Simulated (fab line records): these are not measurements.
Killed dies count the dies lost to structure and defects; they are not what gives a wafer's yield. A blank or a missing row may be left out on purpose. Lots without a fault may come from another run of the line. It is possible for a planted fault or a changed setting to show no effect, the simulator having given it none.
Which tool did it? || flow nand_harc || Sampling: 6 lots, 18 wafers, 5 of 1302 route steps

## WHAT THE GAUGES SHOWED, per wafer
NHARC_END_SORT_01.
{"lot": "L954", "measured": "day 27 10:55", "on": "prober-02", "defect_limited_yield (%)": "0 0 0"}

## WHICH TOOL RAN EACH LOT (tool, then ch and the chambers of the sampled wafers, then the start)
{"lot": "L948", "NHARC_A_CONTACT_CMP_20": "cmp-02 ch 2,3, day 22 19:20", "NHARC_A_BLC_STRIP_21": "rie_diel-04 ch 0,2,3, day 22 21:35", "NHARC_A_BLC_DEGAS_30": "pvd_sputter-01, day 22 21:59", "NHARC_A_M0_DEP_00": "pecvd-03 ch 1,2, day 22 23:27"}
{"lot": "L951", "NHARC_A_CONTACT_CMP_20": "cmp-02 ch 0,1, day 23 20:28", "NHARC_A_BLC_STRIP_21": "rie_diel-10 ch 1,2,3, day 23 23:19", "NHARC_A_BLC_DEGAS_30": "pvd_sputter-03, day 23 23:45", "NHARC_A_M0_DEP_00": "pecvd-02 ch 1,2, day 24 01:14"}
{"lot": "L954", "NHARC_A_CONTACT_CMP_20": "cmp-02 ch 0,2,3, day 25 12:14", "NHARC_A_BLC_STRIP_21": "rie_diel-01 ch 0,2,3, day 25 14:20", "NHARC_A_BLC_DEGAS_30": "pvd_sputter-02, day 25 14:46", "NHARC_A_M0_DEP_00": "pecvd-03 ch 1,2, day 25 16:20"}
{"lot": "L953", "NHARC_A_CONTACT_CMP_20": "cmp-03 ch 0,1, day 25 18:10", "NHARC_A_BLC_STRIP_21": "rie_diel-04 ch 0,3, day 25 20:37", "NHARC_A_BLC_DEGAS_30": "pvd_sputter-03, day 25 21:04", "NHARC_A_M0_DEP_00": "pecvd-03 ch 0,1,2, day 25 22:37"}
{"lot": "L964", "NHARC_A_CONTACT_CMP_20": "cmp-02 ch 0,2, day 29 18:28", "NHARC_A_BLC_STRIP_21": "rie_diel-04 ch 0,1,3, day 29 20:43", "NHARC_A_BLC_DEGAS_30": "pvd_sputter-03, day 29 21:08", "NHARC_A_M0_DEP_00": "pecvd-02 ch 0,1,2, day 29 22:35"}
{"lot": "L968", "NHARC_A_CONTACT_CMP_20": "cmp-01 ch 0,2,3, day 30 21:31", "NHARC_A_BLC_STRIP_21": "rie_diel-04 ch 0,2,3, day 30 23:55", "NHARC_A_BLC_DEGAS_30": "pvd_sputter-02, day 31 00:21", "NHARC_A_M0_DEP_00": "pecvd-04 ch 1,2, day 31 01:53"}
- NHARC_A_CONTACT_CMP_20: polishes, t overpolish 30 s, target thk 300 nm.
- NHARC_A_BLC_STRIP_21: strips in O2.
- NHARC_A_BLC_DEGAS_30: time 60 s.
- NHARC_A_M0_DEP_00: deposits SiOC, target thk 150 nm.

## THE ANSWER, worked out from the rows above alone
Rule: what is usual is taken from the lots themselves. The widest of any qualifying gaps counts: lots, ordered by their means at a reading, are off when they make up no more than a third of the lots, leave a main group of 4 or more, and stand apart from it by 3 or more times the standard deviation of that group's means. If all means in a main group match to the digits the tables above print for the reading, that group is not used. Also off: a lot with no number at a reading for which 4 or more lots have one. The other lots that the step has rows for count as sound.
Nothing can be told from this: no lot is off at any reading shown.

## WHAT THE SIMULATOR HAD INSERTED
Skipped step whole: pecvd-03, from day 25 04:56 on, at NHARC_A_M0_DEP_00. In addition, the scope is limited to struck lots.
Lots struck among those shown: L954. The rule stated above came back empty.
